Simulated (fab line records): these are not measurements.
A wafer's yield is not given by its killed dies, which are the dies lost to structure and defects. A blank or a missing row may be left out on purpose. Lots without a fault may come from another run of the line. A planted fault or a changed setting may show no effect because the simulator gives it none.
The tool behind it: which one?	flow nand_harc	Sampling: 23 lots, 69 wafers, 6 of 1159 route steps

## WHAT THE GAUGES READ, wafer by wafer
The record holds no reading of a measuring or inspecting step that can be judged against a usual standard deviation.

## WHICH TOOL RAN EACH LOT (tool, then ch and the chambers of the sampled wafers, then the start)
lot	NHARC_A_CHANNEL_HOLE_D1_ETCH_34	NHARC_A_CHANNEL_FILL_D1_ALD_15	NHARC_A_CHANNEL_FILL_D1_STRIP_29	NHARC_A_STAIRCASE_TRIM_187	NHARC_A_STAIRCASE_ETCH_199	NHARC_A_STAIRCASE_TRIM_226
L076	rie_diel-08 ch 1,3, day 11 13:49 or earlier	ald_sin_batch-01 ch 0, day 11 13:49 or earlier	rie_diel-04 ch 1,2, day 11 13:49 or earlier	rie_diel-06 ch 0,1,2, day 11 13:49	rie_diel-06 ch 0,1, no start	rie_diel-10 ch 0,1,2, no start
L074	rie_diel-01 ch 1,2,3, day 11 21:29 or earlier	ald_sin_batch-01 ch 0, day 11 21:29 or earlier	rie_diel-09 ch 0,1,3, day 11 21:29 or earlier	rie_diel-06 ch 0,2,3, day 11 21:29	rie_diel-06 ch 1,2,3, no start	rie_diel-05 ch 0,2,3, no start
L077	rie_diel-07 ch 0,1,2, day 11 21:44 or earlier	ald_sin_batch-02 ch 0, day 11 21:44 or earlier	rie_diel-09 ch 2,3, day 11 21:44 or earlier	rie_diel-06 ch 0,1, day 11 21:44	rie_diel-06 ch 0,1,3, no start	rie_diel-05 ch 2,3, no start
L078	rie_diel-08 ch 0,1,3, day 11 20:59 or earlier	ald_sin_batch-02 ch 0, day 11 20:59 or earlier	rie_diel-04 ch 1,2,3, day 11 20:59 or earlier	rie_diel-10 ch 0,1,3, day 11 20:59	rie_diel-10 ch 0,1, no start	rie_diel-10 ch 1,3, no start
L079	rie_diel-01 ch 0,1, day 12 01:49 or earlier	ald_sin_batch-02 ch 0, day 12 01:49 or earlier	rie_diel-04 ch 0,1,3, day 12 01:49 or earlier	rie_diel-06 ch 0,3, day 12 01:49	rie_diel-05 ch 0,2, no start	rie_diel-05 ch 0,1,2, no start
L080	rie_diel-07 ch 0,2,3, day 12 07:46 or earlier	ald_sin_batch-03 ch 0, day 12 07:46 or earlier	rie_diel-04 ch 1,2,3, day 12 07:46 or earlier	rie_diel-06 ch 0,2,3, day 12 07:46	rie_diel-05 ch 0,3, no start	rie_diel-06 ch 0,1, no start
L081	rie_diel-08 ch 1,2,3, day 12 09:26 or earlier	ald_sin_batch-03 ch 0, day 12 09:26 or earlier	rie_diel-04 ch 0,1,3, day 12 09:26 or earlier	rie_diel-06 ch 0,1,3, day 12 09:26	rie_diel-06 ch 1,2,3, no start	rie_diel-06 ch 1,2,3, no start
L082	rie_diel-01 ch 0,3, day 13 06:52 or earlier	ald_sin_batch-02 ch 0, day 13 06:52 or earlier	rie_diel-09 ch 0,1, day 13 06:52 or earlier	rie_diel-05 ch 1,2,3, day 13 06:52	rie_diel-05 ch 2,3, no start	rie_diel-05 ch 0,1, no start
L085	rie_diel-01 ch 0,2,3, day 13 07:13 or earlier	ald_sin_batch-02 ch 0, day 13 07:13 or earlier	rie_diel-03 ch 0,1,3, day 13 07:13 or earlier	rie_diel-06 ch 1,2,3, day 13 07:13	rie_diel-06 ch 0,1,3, no start	rie_diel-05 ch 1,2, no start
L083	rie_diel-08 ch 0,1,3, day 13 11:18 or earlier	ald_sin_batch-01 ch 0, day 13 11:18 or earlier	rie_diel-03 ch 0,2,3, day 13 11:18 or earlier	rie_diel-10 ch 0,1,3, day 13 11:18	rie_diel-05 ch 0,2,3, no start	rie_diel-10 ch 1,3, no start
L084	rie_diel-01 ch 0,2,3, day 13 11:44 or earlier	ald_sin_batch-01 ch 0, day 13 11:44 or earlier	rie_diel-04 ch 0,2, day 13 11:44 or earlier	rie_diel-05 ch 1,2,3, day 13 11:44	rie_diel-05 ch 2,3, no start	rie_diel-05 ch 0,1,2, no start
L086	rie_diel-08 ch 1,2,3, day 14 02:52 or earlier	ald_sin_batch-02 ch 0, day 14 02:52 or earlier	rie_diel-03 ch 1,2,3, day 14 02:52 or earlier	rie_diel-05 ch 0,1,2, day 14 02:52	rie_diel-10 ch 0,1,2, no start	rie_diel-05 ch 1,2,3, no start
L087	rie_diel-08 ch 0,2, day 14 02:35 or earlier	ald_sin_batch-02 ch 0, day 14 02:35 or earlier	rie_diel-09 ch 0,1,3, day 14 02:35 or earlier	rie_diel-06 ch 0,2, day 14 02:35	rie_diel-06 ch 2,3, no start	rie_diel-06 ch 0,1,2, no start
L088	rie_diel-01 ch 0,1,3, day 14 07:35 or earlier	ald_sin_batch-01 ch 0, day 14 07:35 or earlier	rie_diel-09 ch 0,1,3, day 14 07:35 or earlier	rie_diel-10 ch 0,2,3, day 14 07:35	rie_diel-10 ch 2,3, no start	rie_diel-05 ch 2,3, no start
L089	rie_diel-08 ch 2,3, day 14 19:20 or earlier	ald_sin_batch-02 ch 0, day 14 19:20 or earlier	rie_diel-09 ch 0,2,3, day 14 19:20 or earlier	rie_diel-10 ch 1,2, day 14 19:20	rie_diel-05 ch 0,1,3, no start	rie_diel-06 ch 0,2,3, no start
L090	rie_diel-01 ch 1,3, day 14 05:00 or earlier	ald_sin_batch-02 ch 0, day 14 05:00 or earlier	rie_diel-04 ch 0,3, day 14 05:00	rie_diel-10 ch 1,3, day 14 19:01	rie_diel-06 ch 0,3, no start	rie_diel-05 ch 1,3, no start
L093	rie_diel-01 ch 1,3, day 15 01:16 or earlier	ald_sin_batch-02 ch 0, day 15 01:16 or earlier	rie_diel-04 ch 0,1, day 15 01:16	rie_diel-05 ch 0,1,2, day 15 14:52	rie_diel-06 ch 1,2,3, no start	rie_diel-05 ch 0,1,3, no start
L092	rie_diel-01 ch 0,3, day 15 14:40 or earlier	ald_sin_batch-02 ch 0, day 15 14:40 or earlier	rie_diel-09 ch 0,1,3, day 15 14:40 or earlier	rie_diel-06 ch 1,2, day 15 14:40	rie_diel-05 ch 0,1, no start	rie_diel-05 ch 0,1, no start
L091	rie_diel-07 ch 1,2,3, day 15 18:22 or earlier	ald_sin_batch-02 ch 0, day 15 18:22 or earlier	rie_diel-09 ch 1,2,3, day 15 18:22 or earlier	rie_diel-06 ch 1,2,3, day 15 18:22	rie_diel-05 ch 0,1,3, no start	rie_diel-05 ch 0,1,3, no start
L094	rie_diel-08 ch 0,1,3, day 16 02:05 or earlier	ald_sin_batch-02 ch 0, day 16 02:05 or earlier	rie_diel-04 ch 0,2,3, day 16 02:05 or earlier	rie_diel-05 ch 1,3, day 16 02:05	rie_diel-05 ch 0,1,3, no start	rie_diel-10 ch 0,2,3, no start
L095	rie_diel-08 ch 0,1, day 16 01:16 or earlier	ald_sin_batch-01 ch 0, day 16 01:16 or earlier	rie_diel-09 ch 0,2,3, day 16 01:16 or earlier	rie_diel-06 ch 1,3, day 16 01:16	rie_diel-06 ch 1,3, no start	rie_diel-06 ch 0,3, no start
L096	rie_diel-01 ch 1,2,3, day 16 07:28 or earlier	ald_sin_batch-01 ch 0, day 16 07:28 or earlier	rie_diel-04 ch 1,2, day 16 07:28 or earlier	rie_diel-10 ch 0,3, day 16 07:28	rie_diel-05 ch 0,1,3, no start	rie_diel-05 ch 0,1,3, no start
L097	rie_diel-08 ch 0,1,3, day 17 06:23 or earlier	ald_sin_batch-03 ch 0, day 17 06:23 or earlier	rie_diel-09 ch 1,2, day 17 06:23 or earlier	rie_diel-05 ch 0,1,2, day 17 06:23	rie_diel-05 ch 1,2, no start	rie_diel-06 ch 0,3, no start
- NHARC_A_CHANNEL_HOLE_D1_ETCH_34: etches the open film in CF4/CHF3, target depth 154 nm, time 77 s.
- NHARC_A_CHANNEL_FILL_D1_ALD_15: deposits SiNx, target thk 2 nm, pulse time 60 s, ald cycles 19.
- NHARC_A_CHANNEL_FILL_D1_STRIP_29: strips in O2, time 20 s.
- NHARC_A_STAIRCASE_TRIM_187: chemistry O2, time 211.2 s.
- NHARC_A_STAIRCASE_ETCH_199: etches the open film in C4F8/O2, target depth 100 nm, time 40.5 s.
- NHARC_A_STAIRCASE_TRIM_226: chemistry O2, time 211.2 s.

## AS READ BY THE TOOLS THEMSELVES (means over the sampled wafers that have a number; for cases with no such wafer, the mark the record gives instead)
NHARC_A_CHANNEL_HOLE_D1_ETCH_34.
lot	tool	drypump_motor_current_A (A)	oes_product_au (a.u.)	rf_vpp_V (V)	showerhead_plenum_p_Torr (Torr)	throttle_valve_pct (%)
L076	rie_diel-08	6.1	0.957	373.2	1.62	16.800
L074	rie_diel-01	5.9	0.961	372.2	1.64	16.808
L077	rie_diel-07	5.4	0.962	372.5	1.63	16.802
L078	rie_diel-08	5.8	0.919	373.1	1.64	16.805
L079	rie_diel-01	6.1	0.980	371.6	1.61	16.803
L080	rie_diel-07	5.8	0.927	371.2	1.59	16.811
L081	rie_diel-08	5.8	0.924	372.4	1.62	16.807
L082	rie_diel-01	5.8	0.922	370.1	1.56	16.798
L085	rie_diel-01	5.9	0.931	369.3	1.57	16.806
L083	rie_diel-08	5.9	0.920	372.4	1.64	16.796
L084	rie_diel-01	5.9	0.958	370.6	1.57	16.802
L086	rie_diel-08	5.8	0.926	371.8	1.62	16.799
L087	rie_diel-08	5.4	0.945	373.4	1.66	16.808
L088	rie_diel-01	5.9	0.928	371.1	1.59	16.810
L089	rie_diel-08	5.9	0.919	372.1	1.61	16.806
L090	rie_diel-01	5.8	0.923	372.0	1.62	16.800
L093	rie_diel-01	5.8	0.966	371.9	1.62	16.798
L092	rie_diel-01	5.8	0.918	370.6	1.56	16.809
L091	rie_diel-07	5.7	0.961	372.2	1.62	16.802
L094	rie_diel-08	5.8	0.929	372.5	1.64	16.802
L095	rie_diel-08	5.6	0.909	373.5	1.66	16.798
L096	rie_diel-01	5.9	0.950	372.6	1.63	16.804
L097	rie_diel-08	5.8	0.964	372.6	1.64	16.795

NHARC_A_CHANNEL_FILL_D1_ALD_15.
lot	tool	precursor_pulse_height_rel
L076	ald_sin_batch-01	0.987
L074	ald_sin_batch-01	1.014
L077	ald_sin_batch-02	0.985
L078	ald_sin_batch-02	1.001
L079	ald_sin_batch-02	0.992
L080	ald_sin_batch-03	0.994
L081	ald_sin_batch-03	1.013
L082	ald_sin_batch-02	1.004
L085	ald_sin_batch-02	0.979
L083	ald_sin_batch-01	1.000
L084	ald_sin_batch-01	0.983
L086	ald_sin_batch-02	0.994
L087	ald_sin_batch-02	0.997
L088	ald_sin_batch-01	1.008
L089	ald_sin_batch-02	0.989
L090	ald_sin_batch-02	0.983
L093	ald_sin_batch-02	1.005
L092	ald_sin_batch-02	0.997
L091	ald_sin_batch-02	0.986
L094	ald_sin_batch-02	0.993
L095	ald_sin_batch-01	0.997
L096	ald_sin_batch-01	0.998
L097	ald_sin_batch-03	1.002

NHARC_A_CHANNEL_FILL_D1_STRIP_29.
lot	tool	drypump_motor_current_A (A)	oes_product_au (a.u.)	rf_vpp_V (V)	showerhead_plenum_p_Torr (Torr)	throttle_valve_pct (%)
L076	rie_diel-04	5.4	0.993	58.2	3.63	17.033
L074	rie_diel-09	6.2	1.016	58.1	3.49	17.035
L077	rie_diel-09	5.5	1.000	56.8	3.58	17.042
L078	rie_diel-04	5.5	1.003	58.4	3.64	17.043
L079	rie_diel-04	6.0	1.009	58.4	3.56	17.041
L080	rie_diel-04	5.5	1.004	58.3	3.64	17.026
L081	rie_diel-04	5.9	1.002	57.8	3.56	17.031
L082	rie_diel-09	5.9	0.999	58.5	3.56	17.038
L085	rie_diel-03	5.9	0.999	57.3	3.47	17.040
L083	rie_diel-03	5.9	1.007	58.2	3.59	17.044
L084	rie_diel-04	5.7	1.001	58.1	3.54	17.032
L086	rie_diel-03	5.7	0.994	58.0	3.56	17.041
L087	rie_diel-09	6.2	1.001	57.1	3.49	17.034
L088	rie_diel-09	6.3	1.004	58.0	3.49	17.040
L089	rie_diel-09	6.0	0.995	58.4	3.55	17.033
L090	rie_diel-04	5.6	1.000	58.7	3.63	17.038
L093	rie_diel-04	6.3	0.998	57.5	3.48	17.030
L092	rie_diel-09	6.2	1.008	58.3	3.49	17.042
L091	rie_diel-09	5.7	1.005	58.3	3.51	17.042
L094	rie_diel-04	5.4	1.004	58.3	3.63	17.034
L095	rie_diel-09	6.0	0.995	58.4	3.55	17.038
L096	rie_diel-04	5.4	0.996	57.6	3.63	17.044
L097	rie_diel-09	5.2	0.996	57.7	3.65	17.039

NHARC_A_STAIRCASE_TRIM_187.
lot	tool	drypump_motor_current_A (A)	oes_product_au (a.u.)	rf_vpp_V (V)	showerhead_plenum_p_Torr (Torr)	throttle_valve_pct (%)
L076	rie_diel-06	5.8	0.992	57.7	3.52	17.039
L074	rie_diel-06	6.0	1.001	58.4	3.55	17.036
L077	rie_diel-06	6.1	1.000	57.7	3.57	17.031
L078	rie_diel-10	5.8	0.994	57.6	3.49	17.041
L079	rie_diel-06	6.1	1.004	58.0	3.60	17.044
L080	rie_diel-06	5.9	0.998	57.9	3.55	17.034
L081	rie_diel-06	6.1	1.001	57.3	3.57	17.040
L082	rie_diel-05	5.9	0.992	57.8	3.48	17.040
L085	rie_diel-06	5.7	0.997	58.4	3.52	17.035
L083	rie_diel-10	5.8	0.997	57.5	3.48	17.034
L084	rie_diel-05	5.9	0.996	57.7	3.48	17.038
L086	rie_diel-05	5.9	0.997	57.2	3.49	17.035
L087	rie_diel-06	5.7	0.993	56.7	3.48	17.028
L088	rie_diel-10	5.6	1.001	57.5	3.54	17.037
L089	rie_diel-10	6.4	1.006	57.6	3.53	17.037
L090	rie_diel-10	5.7	1.003	56.6	3.40	17.036
L093	rie_diel-05	6.0	0.998	57.2	3.49	17.039
L092	rie_diel-06	5.6	0.994	57.5	3.45	17.031
L091	rie_diel-06	5.8	1.005	58.1	3.50	17.046
L094	rie_diel-05	5.4	0.992	57.5	3.36	17.040
L095	rie_diel-06	5.9	1.008	57.9	3.53	17.042
L096	rie_diel-10	5.4	1.012	57.4	3.54	17.041
L097	rie_diel-05	6.0	0.997	58.3	3.48	17.036

NHARC_A_STAIRCASE_ETCH_199.
lot	tool	oes_product_au (a.u.)	rf_vpp_V (V)
L076	rie_diel-06	0.945	898
L074	rie_diel-06	0.935	896
L077	rie_diel-06	0.930	898
L078	rie_diel-10	0.937	897
L079	rie_diel-05	0.932	899
L080	rie_diel-05	0.930	892
L081	rie_diel-06	0.942	896
L082	rie_diel-05	0.923	898
L085	rie_diel-06	0.946	897
L083	rie_diel-05	0.925	895
L084	rie_diel-05	0.925	898
L086	rie_diel-10	0.951	897
L087	rie_diel-06	0.943	894
L088	rie_diel-10	0.953	895
L089	rie_diel-05	0.941	892
L090	rie_diel-06	0.959	898
L093	rie_diel-06	0.946	895
L092	rie_diel-05	0.942	890
L091	rie_diel-05	0.914	891
L094	rie_diel-05	0.920	891
L095	rie_diel-06	0.939	897
L096	rie_diel-05	0.949	891
L097	rie_diel-05	0.948	897

NHARC_A_STAIRCASE_TRIM_226.
lot	tool	drypump_motor_current_A (A)	oes_product_au (a.u.)	rf_vpp_V (V)	showerhead_plenum_p_Torr (Torr)	throttle_valve_pct (%)
L076	rie_diel-10	6.2	0.997	57.1	3.56	17.032
L074	rie_diel-05	6.1	0.990	57.7	3.51	17.038
L077	rie_diel-05	6.4	0.992	57.6	3.58	17.033
L078	rie_diel-10	5.7	0.996	57.7	3.41	17.047
L079	rie_diel-05	6.0	0.991	57.3	3.50	17.044
L080	rie_diel-06	5.9	0.995	58.5	3.55	17.041
L081	rie_diel-06	5.8	0.996	58.1	3.52	17.040
L082	rie_diel-05	5.7	1.001	56.8	3.42	17.037
L085	rie_diel-05	5.8	0.986	57.0	3.46	17.035
L083	rie_diel-10	6.2	0.997	57.7	3.41	17.048
L084	rie_diel-05	5.9	0.998	57.8	3.49	17.045
L086	rie_diel-05	5.9	0.993	56.7	3.47	17.039
L087	rie_diel-06	5.8	1.000	57.8	3.51	17.045
L088	rie_diel-05	6.0	0.981	58.5	3.48	17.035
L089	rie_diel-06	5.9	0.996	57.1	3.53	17.043
L090	rie_diel-05	5.4	0.991	57.7	3.37	17.041
L093	rie_diel-05	5.6	0.987	57.4	3.39	17.037
L092	rie_diel-05	5.7	0.998	58.3	3.41	17.038
L091	rie_diel-05	5.6	0.989	57.5	3.39	17.033
L094	rie_diel-10	5.7	0.995	58.0	3.53	17.039
L095	rie_diel-06	6.2	1.001	57.9	3.58	17.042
L096	rie_diel-05	5.6	0.990	57.3	3.39	17.036
L097	rie_diel-06	6.2	1.005	57.9	3.58	17.042

## THE ANSWER, worked out from the rows above alone
Rule: the lots themselves supply what counts as usual. The widest of any qualifying gaps counts: lots, ordered by their means at a reading, are off when they make up no more than a third of the lots, leave a main group of 4 or more, and stand apart from it by 3 or more times the standard deviation of that group's means. A main group is skipped when, at the precision printed for the reading in the tables above, its means are all equal. Also off: a lot with no number at a reading for which 4 or more lots have one. The other lots that the step has rows for count as sound. First the gauges in route order, then the tools' own readings, where a lot's mean is used as printed above. At the first step where some lot is off, the reading lying furthest off is the one used; lots without a number count as furthest.
No lot is off at any reading shown: from this, nothing can be told.

## WHAT HAD BEEN PUT IN BY THE SIMULATOR
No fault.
